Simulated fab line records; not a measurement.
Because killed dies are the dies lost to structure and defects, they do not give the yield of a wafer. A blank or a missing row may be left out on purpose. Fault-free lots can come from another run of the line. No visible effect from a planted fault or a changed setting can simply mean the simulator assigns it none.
Comparing a struck lot with a sound one / flow n5_finfet / 21 out of 1938 route steps
Sound: wafers L890.1, L890.5, L890.6. Struck: wafer L905.5 (L905.2, L905.6, from the same lot, were not struck and are left out); the cause is given at the end.
At each step with rows: each side's tool, then ch and its chambers, then its first start. Under that, the readings that differ: sound wafers / struck wafers / difference of the means / sigmas: that difference in standard deviations of wafers without a fault.
alike: words and numbers the same on both sides, and readings whose means are apart by under 2 such deviations; not compared: readings that were withheld, readings missing a value for some wafer, numbers with overlapping values and no deviation given by the record, and bounds like >300 which may hide the same value.
A row with sigmas, a row that says differs or no value, or rows on one side alone: a step with any of these is where the two part. Numbers that don't overlap but have no deviation are shown without sigmas and don't part them. A reading missing from all wafers of one side parts the sides only when that side holds two or more wafers.

first, 1 step without rows for these wafers: N5_HKMG_FIN_IL_REGROW_00 (material SiO2, chemistry O3, target thk 0.75 nm, time 30 s).
N5_HKMG_FIN_HK_ALD_01: deposits HfO2, target thk 1.6 nm, pulse time 3 s, purge time 3 s.
  sound on ald_hk-01 ch 1,2, day 3 22:45; struck on ald_hk-01 ch 0, day 7 16:28
reading=precursor_pulse_height_rel; sound=0.981 0.978 0.980; struck=1.046; difference=+0.066; sigmas=+3
N5_HKMG_FIN_HK_ANNEAL_02: time 30 s.
  sound on rtp_anneal-02 ch 0, day 3 23:07; struck on rtp_anneal-01 ch 0, day 7 16:41
  alike: lamp_power_pct, wafer_temp_C_max
N5_HKMG_FIN_ALD_74: deposits La2O3, target thk 0.5 nm, pulse time 6 s, co reactant pulse time 1 s.
  sound on ald_hk-03 ch 0,1,2, day 3 23:20; struck on ald_hk-03 ch 2, day 7 16:52
  alike: heater_power_w, precursor_pulse_height_rel
N5_HKMG_FIN_ALD_75: deposits Al2O3, target thk 1 nm, co reactant pulse time 1 s.
  sound on ald_hk-03 ch 0,1,2, day 3 23:25; struck on ald_hk-03 ch 2, day 7 16:56
  alike: heater_power_w, precursor_pulse_height_rel
then, 7 steps without rows for these wafers: N5_HKMG_FIN_COAT_41 (time 60 s, resist thk 300 nm); N5_HKMG_FIN_COAT_42 (time 60 s, resist thk 35 nm); N5_HKMG_FIN_COAT_43 (resist thk 90 nm); N5_HKMG_FIN_EBR_45; N5_HKMG_FIN_SOFTBAKE_44 (time 60 s); N5_HKMG_FIN_EXPOSE_46 (exposes mask NDIPOLE); N5_HKMG_FIN_PEB_47 (peb time 60 s).
N5_HKMG_FIN_DEVELOP_48: develop time 30 s.
  sound on litho_track-05 ch 0, day 3 23:49; struck on litho_track-05 ch 0, day 7 17:21
reading=exhaust_pa (Pa); sound=44.4 43.8 44.4; struck=46.1; difference=+1.9; sigmas=+2
N5_HKMG_FIN_CD_MEAS_49: target cd 202 nm.
  sound on cd_sem-02 ch 0, day 3 23:52; struck on cd_sem-03 ch 0, day 7 17:25
reading=cd_nm (nm); sound=201.8 201.4 201.5; struck=199.4; difference=-2.2; sigmas=-3
N5_HKMG_FIN_OVL_MEAS_50:
  sound on overlay-02 ch 0, day 3 23:54; struck on overlay-01 ch 0, day 7 17:26
  alike: NDIPOLE_OVL
N5_HKMG_FIN_INSPECT_61: inspects for defects (macro).
  sound: defect_inspect-01 at day 3 23:56; struck: defect_inspect-01 at day 7 17:28
  alike: raw_defect_count
N5_HKMG_FIN_DESCUM_53: chemistry O2, time 7.9 s.
  sound on rie_diel-02 ch 0,1,2, day 4 00:12; struck on rie_diel-02 ch 1, day 7 17:29
  alike: chamber_pressure_mTorr, drypump_motor_current_A, oes_product_au, rf_vpp_V, showerhead_plenum_p_Torr, throttle_valve_pct
  not compared: rf_hours_counter_h
N5_HKMG_FIN_ETCH_54: etches SiARC in CF4, target depth 45.5 nm, time 75.8 s.
  sound on rie_diel-02 ch 0,1,2, day 4 00:14; struck on rie_diel-02 ch 1, day 7 17:32
reading=model.HKMG_FIN.cd_offset_nm (nm); sound=-0.4 -0.4 -1; struck=-2.8; difference=-2.2; sigmas=
  alike: chamber_pressure_mTorr, drypump_motor_current_A, etch_rf_on_time_s, oes_product_au, rf_vpp_V, showerhead_plenum_p_Torr, throttle_valve_pct
  not compared: rf_hours_counter_h
N5_HKMG_FIN_ETCH_55: etches SOC in N2/H2, target depth 240 nm, time 300 s.
  sound on rie_diel-02 ch 0,1,2, day 4 00:17; struck on rie_diel-02 ch 1, day 7 17:35
reading=model.HKMG_FIN.cd_offset_nm (nm); sound=-0.2 -0.6 -1; struck=-2.6; difference=-2.0; sigmas=
  alike: chamber_pressure_mTorr, drypump_motor_current_A, oes_product_au, rf_vpp_V, showerhead_plenum_p_Torr, throttle_valve_pct
  not compared: rf_hours_counter_h
then, 1 step without rows for these wafers: N5_HKMG_FIN_STRIP_56 (strips in N2/H2).
-- the record jumps here: 6 days lie between the struck wafers' starts before and after (it left off in module HKMG_FIN and takes up again in module BEOL_M4, whose first step shown is number 1111 of the route) --
N5_BEOL_M4_RC_MEAS_101:
  sound on prober-01 ch 0, day 10 05:14; struck on prober-02 ch 0, day 13 18:16
reading=DIBL_N (mV/V); sound=38.5 35.5 35.7; struck=33.3; difference=-3.3; sigmas=-2
reading=VT_N (mV); sound=247 247 251; struck=255; difference=+7; sigmas=+2
  alike: DIBL_P, IOFF_N, IOFF_P, ION_N, ION_P, SS_N, SS_P, VT_P

WHERE THEY PART
Earliest at N5_HKMG_FIN_HK_ALD_01; latest, in this record, at N5_BEOL_M4_RC_MEAS_101.

WHY: what the simulator had put in
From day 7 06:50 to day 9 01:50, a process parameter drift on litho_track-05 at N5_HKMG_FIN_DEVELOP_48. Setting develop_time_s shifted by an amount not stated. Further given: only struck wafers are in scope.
